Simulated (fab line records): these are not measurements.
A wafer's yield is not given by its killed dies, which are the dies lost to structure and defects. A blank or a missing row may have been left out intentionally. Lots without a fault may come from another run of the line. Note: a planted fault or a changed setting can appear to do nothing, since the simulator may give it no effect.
Which tool was responsible?	flow nandHarc	14 lots with 42 wafers sampled at 6 steps, on a route of 1302 steps

== WHAT THE GAUGES SHOWED, per wafer ==
NHARC_P_ZERO_WELL_INSPECT_43. Usual: rawDefectCount reads 14 (standard deviation 6.4).
lot	measured	on	rawDefectCount	flag
L676	day 2 03:26	defectInspect-01	18 6 17	
L678	day 2 23:58	defectInspect-02	14 14 13	
L680	day 3 19:29	defectInspect-01	13 27 16	
L681	day 4 05:35	defectInspect-01	16 13 20	
L682	day 4 15:52	defectInspect-01	12 15 15	
L683	day 5 01:30	defectInspect-02	13 6 8	
L685	day 5 22:41	defectInspect-01	28 15 12	
L691	day 8 09:20	defectInspect-02	20 30 25	
L692	day 8 19:41	defectInspect-01	10 9 13	
L695	day 10 04:13	defectInspect-02	6 7 18	
L696	day 10 11:26	defectInspect-01	6 8 14	
L697	day 10 21:29	defectInspect-01	10 10 17	
L698	day 11 09:53	defectInspect-01	22 14 33	
L699	day 11 18:34	defectInspect-01	14 8 7	

NHARC_P_STI_CD_MEAS_16. Usual: cdNm reads 200 nm (standard deviation 3.1).
lot	measured	on	cdNm (nm)	flag
L676	day 3 03:38	cdSem-02	202 203 198	
L678	day 3 18:13	cdSem-02	199 201 199	
L680	day 4 14:03	cdSem-03	198 195 194	
L681	day 5 00:31	cdSem-01	191 201 202	
L682	day 5 10:02	cdSem-01	201 198 200	
L683	day 5 18:38	cdSem-03	199 201 202	
L685	day 6 14:00	cdSem-03	196 204 193	
L691	day 9 03:45	cdSem-01	203 198 200	
L692	day 9 15:30	cdSem-03	199 205 197	
L695	day 10 22:23	cdSem-02	197 197 200	
L696	day 11 05:38	cdSem-02	195 203 201	
L697	day 11 13:43	cdSem-03	201 202 202	
L698	day 12 03:40	cdSem-02	203 201 200	
L699	day 12 11:08	cdSem-03	205 203 201	

NHARC_P_STI_OCD_MEAS_17. Usual: trenchDepthNm 300 nm, standard deviation 7.4; trenchFootCdNm 158 nm, standard deviation 3.1.
lot	measured	on	trenchDepthNm (nm)	trenchFootCdNm (nm)	flag
L676	day 3 03:43	ocd-01	300 292 296	160 164 159	
L678	day 3 18:18	ocd-01	300 312 295	159 158 160	
L680	day 4 14:08	ocd-02	311 300 299	157 154 152	
L681	day 5 00:37	ocd-01	303 298 311	151 159 157	
L682	day 5 10:07	ocd-01	291 307 290	159 154 160	
L683	day 5 18:43	ocd-01	306 303 286	156 158 161	
L685	day 6 14:05	ocd-01	291 285 290	155 161 157	
L691	day 9 03:50	ocd-02	0 0 0	- - -	OFF
L692	day 9 15:35	ocd-01	0 0 0	- - -	OFF
L695	day 10 22:28	ocd-01	304 307 308	155 154 158	
L696	day 11 05:44	ocd-01	311 307 295	153 161 159	
L697	day 11 13:48	ocd-01	310 302 311	159 159 159	
L698	day 12 03:45	ocd-01	308 295 300	159 161 159	
L699	day 12 11:14	ocd-02	307 297 299	160 162 159	

NHARC_P_STI_OCD_MEAS_43. Usual: trenchDepthNm 300 nm, standard deviation 7.4; trenchFootCdNm 158 nm, standard deviation 3.1.
lot	measured	on	trenchDepthNm (nm)	trenchFootCdNm (nm)	flag
L676	day 3 04:14	ocd-02	300 292 296	160 164 159	
L678	day 3 18:49	ocd-02	300 313 295	159 158 160	
L680	day 4 14:39	ocd-01	311 299 299	157 154 152	
L681	day 5 01:07	ocd-02	303 298 311	152 159 157	
L682	day 5 10:38	ocd-01	291 306 289	159 154 160	
L683	day 5 19:14	ocd-02	306 303 286	157 158 161	
L685	day 6 14:36	ocd-01	292 285 290	154 161 157	
L691	day 9 04:20	ocd-01	0 0 0	- - -	OFF
L692	day 9 16:06	ocd-02	0 0 0	- - -	OFF
L695	day 10 22:58	ocd-01	305 306 309	155 153 159	
L696	day 11 06:14	ocd-02	311 307 294	152 161 159	
L697	day 11 14:19	ocd-02	310 302 311	159 159 158	
L698	day 12 04:16	ocd-02	308 295 300	159 160 160	
L699	day 12 11:44	ocd-01	307 296 298	160 162 159	

== WHAT TOOL EACH LOT RAN ON (gives the tool, then ch and the chambers of the sampled wafers, and finally the start) ==
lot	NHARC_P_ZERO_WELL_DESCUM_39	NHARC_P_STI_ETCH_15
L676	rieDiel-12 ch 0,2, day 2 00:08	rieSi-01 ch 0,3, day 3 03:29
L678	rieDiel-12 ch 1,2,3, day 2 20:40	rieSi-02 ch 0,2,3, day 3 18:03
L680	rieDiel-09 ch 0,1,3, day 3 16:19	rieSi-01 ch 0,3, day 4 13:53
L681	rieDiel-09 ch 1,2,3, day 4 02:18	rieSi-02 ch 0,2,3, day 5 00:22
L682	rieDiel-05 ch 0,1,2, day 4 12:24	rieSi-01 ch 2,3, day 5 09:53
L683	rieDiel-09 ch 0,1,2, day 4 22:17	rieSi-02 ch 1,2,3, day 5 18:28
L685	rieDiel-05 ch 1,2, day 5 19:23	rieSi-01 ch 1,2, day 6 13:51
L691	rieDiel-09 ch 0,1,2, day 8 06:10	rieSi-02 ch 0,1,2, day 9 03:35
L692	rieDiel-05 ch 0,1,2, day 8 16:24	rieSi-05 ch 0,1,2, day 9 15:20
L695	rieDiel-05 ch 2,3, day 10 00:56	rieSi-01 ch 1,3, day 10 22:13
L696	rieDiel-09 ch 0,2,3, day 10 08:10	rieSi-01 ch 1,2,3, day 11 05:29
L697	rieDiel-09 ch 1,2, day 10 18:18	rieSi-02 ch 0,3, day 11 13:33
L698	rieDiel-12 ch 0,1,3, day 11 04:57	rieSi-01 ch 0,1,2, day 12 03:31
L699	rieDiel-05 ch 1,2, day 11 15:13	rieSi-01 ch 1,2,3, day 12 10:59
- NHARC_P_ZERO_WELL_DESCUM_39: chemistry O2, time 3 s.
- NHARC_P_STI_ETCH_15: etches the open film in HBr/Cl2, target depth 300 nm, time 100.1 s.

== AS READ BY THE TOOLS THEMSELVES (means over the sampled wafers that have a number; for cases with no such wafer, the mark the record gives instead) ==
NHARC_P_ZERO_WELL_DESCUM_39. Usual: drypumpMotorCurrentA 5.7 A, standard deviation 0.48; oesProductAu 1.002 a.u., standard deviation 0.017; rfVppV 57.8 V, standard deviation 0.94; showerheadPlenumPTorr 1.92 Torr, standard deviation 0.096; throttleValvePct 11.312 %, standard deviation 0.0099.
lot	tool	drypumpMotorCurrentA (A)	oesProductAu (a.u.)	rfVppV (V)	showerheadPlenumPTorr (Torr)	throttleValvePct (%)	flag
L676	rieDiel-12	5.8	1.010	58.4	2.02	11.315	
L678	rieDiel-12	5.3	1.023	57.4	1.88	11.311	
L680	rieDiel-09	6.0	0.987	58.3	1.96	11.317	
L681	rieDiel-09	6.0	0.983	58.9	1.93	11.316	
L682	rieDiel-05	5.8	1.019	58.2	1.92	11.312	
L683	rieDiel-09	6.1	0.997	57.1	1.90	11.313	
L685	rieDiel-05	6.3	1.021	58.0	1.90	11.306	
L691	rieDiel-09	6.1	0.988	58.2	1.99	11.317	
L692	rieDiel-05	5.8	1.024	57.8	1.91	11.309	
L695	rieDiel-05	5.7	1.003	57.1	1.87	11.316	
L696	rieDiel-09	6.0	0.984	59.7	1.95	11.327	
L697	rieDiel-09	6.2	0.981	57.9	2.06	11.310	
L698	rieDiel-12	5.5	1.011	57.9	1.88	11.317	
L699	rieDiel-05	6.2	1.000	57.9	1.88	11.316	

NHARC_P_STI_ETCH_15. Usual: biasW 100.01 W, standard deviation 0.29; chamberPressureMTorr 15.002 mTorr, standard deviation 0.014; drypumpMotorCurrentA 5.7 A, standard deviation 0.49; oesProductAu 0.999 a.u., standard deviation 0.016; rfFwdPowerW 397.2 W, standard deviation 1.4; throttleValvePct 26.406 %, standard deviation 0.0085.
lot	tool	biasW (W)	chamberPressureMTorr (mTorr)	drypumpMotorCurrentA (A)	oesProductAu (a.u.)	rfFwdPowerW (W)	throttleValvePct (%)	flag
L676	rieSi-01	99.67	15.015	5.5	0.989	397.0	26.407	
L678	rieSi-02	99.87	14.996	6.3	1.001	396.6	26.407	
L680	rieSi-01	100.24	14.987	5.1	1.006	398.2	26.404	
L681	rieSi-02	100.03	15.004	6.3	1.008	398.4	26.411	
L682	rieSi-01	100.13	14.999	5.3	0.986	396.1	26.412	
L683	rieSi-02	100.07	15.005	6.1	0.999	398.5	26.415	
L685	rieSi-01	99.90	15.002	5.2	0.975	395.9	26.400	
L691	rieSi-02	-	-	-	-	-	-	OFF
L692	rieSi-05	-	-	-	-	-	-	OFF
L695	rieSi-01	100.05	14.995	5.7	1.018	395.9	26.406	
L696	rieSi-01	99.94	14.999	5.5	1.006	395.7	26.405	
L697	rieSi-02	99.86	14.999	6.3	1.016	397.6	26.406	
L698	rieSi-01	100.08	15.012	5.1	1.004	396.9	26.401	
L699	rieSi-01	100.28	15.005	5.5	0.998	396.8	26.403	

== THE ANSWER, worked out from the rows above alone ==
Rule: a lot is off if the mean of its wafers that have a number lies more than 3 standard deviations from the usual mean. Also off: a lot with no number at a reading for which 4 or more lots have one. Any other lot the step has rows for is counted as sound. First the gauges in route order, then the tools' own readings, where a lot's mean is used as printed above. At the first step where some lot is off, the reading lying furthest off is the one used; lots without a number count as furthest.
Off: L691, L692 (NHARC_P_STI_OCD_MEAS_17, trenchFootCdNm). Without a number there: L691, L692.
A tool fits if, at a process step before that reading, it ran every lot that is off, and no sound lot after the first of them. Not tried: the gauges at NHARC_P_STI_OCD_MEAS_17; whatever is off there is also off at NHARC_P_STI_ETCH_15, on other tools, and gauge error can't account for it. None of those tried fits.

== WHAT THE SIMULATOR PUT IN ==
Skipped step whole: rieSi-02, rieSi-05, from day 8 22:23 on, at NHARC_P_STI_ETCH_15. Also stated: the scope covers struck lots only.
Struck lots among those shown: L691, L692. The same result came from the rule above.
